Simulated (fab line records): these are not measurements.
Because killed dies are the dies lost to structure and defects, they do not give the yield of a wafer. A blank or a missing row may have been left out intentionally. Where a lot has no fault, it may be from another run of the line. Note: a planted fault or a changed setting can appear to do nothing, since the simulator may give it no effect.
Which tool is to blame? + flow nand_harc + Sampling: 6 lots, 18 wafers, 3 of 1159 route steps

## WHAT THE GAUGES READ, wafer by wafer
NHARC_P_GATE_CD_MEAS_59: the cd target is 720 nm.
| lot  | measured     | on        | cd_nm (nm)        |
|------|--------------|-----------|-------------------|
| L188 | day 5 19:43  | cd_sem-02 | 718.9 720.8 723.1 |
| L191 | day 6 10:05  | cd_sem-03 | 722.3 721.2 721.0 |
| L195 | day 7 11:07  | cd_sem-01 | 721.2 717.5 720.4 |
| L201 | day 9 04:40  | cd_sem-02 | 719.9 722.3 720.6 |
| L202 | day 9 05:23  | cd_sem-02 | 705.0 703.8 703.9 |
| L209 | day 11 01:02 | cd_sem-02 | 722.2 722.1 721.2 |

## WHICH TOOL RAN EACH LOT (tool, then ch and the chambers of the sampled wafers, then the start)
| lot  | NHARC_P_STI_CMP_21           | NHARC_P_GATE_EXPOSE_56            |
|------|------------------------------|-----------------------------------|
| L188 | cmp-03 ch 1,3, day 3 17:11   | krf_scanner-02 ch 0, day 5 19:34  |
| L191 | cmp-03 ch 0,1,3, day 4 13:04 | krf_scanner-02 ch 0, day 6 09:56  |
| L195 | cmp-02 ch 1,2,3, day 5 10:40 | krf_scanner-02 ch 0, day 7 10:58  |
| L201 | cmp-03 ch 0,1,2, day 7 05:51 | krf_scanner-04 ch 0, day 9 04:31  |
| L202 | cmp-02 ch 0,2, day 7 05:52   | krf_scanner-02 ch 0, day 9 05:14  |
| L209 | cmp-01 ch 1,2, day 9 02:05   | krf_scanner-04 ch 0, day 11 00:53 |
- NHARC_P_STI_CMP_21: polishes, t overpolish 20 s, target thk 380.67 nm.
- NHARC_P_GATE_EXPOSE_56: exposes mask P PSD, target cd 720 nm.

## THE ANSWER, worked out from the rows above alone
Rule: the usual values come from the lots themselves. Put in order of their means at a reading, lots are off if they are a third of the lots or fewer, leave a main group of 4 or more, and stand apart from it by a gap of 3 or more times the standard deviation of the main group's means; of several such gaps the widest counts. Not used: any main group whose means are identical at the precision the tables above print for the reading. A lot without any number at a reading at which 4 lots or more have one is off too. Where the step has rows for the other lots, those lots are counted as sound.
Off: L202 (NHARC_P_GATE_CD_MEAS_59, cd_nm). The main group: mean 721.0 nm, standard deviation 0.73.
A tool fits if, at a process step before that reading, it ran every lot that is off, and no sound lot after the first of them. The gauges at NHARC_P_GATE_CD_MEAS_59 are tried like those tools. Can't be told from this: 2 tools fit, cmp-02 at NHARC_P_STI_CMP_21, krf_scanner-02 at NHARC_P_GATE_EXPOSE_56.

## WHAT THE SIMULATOR HAD INSERTED
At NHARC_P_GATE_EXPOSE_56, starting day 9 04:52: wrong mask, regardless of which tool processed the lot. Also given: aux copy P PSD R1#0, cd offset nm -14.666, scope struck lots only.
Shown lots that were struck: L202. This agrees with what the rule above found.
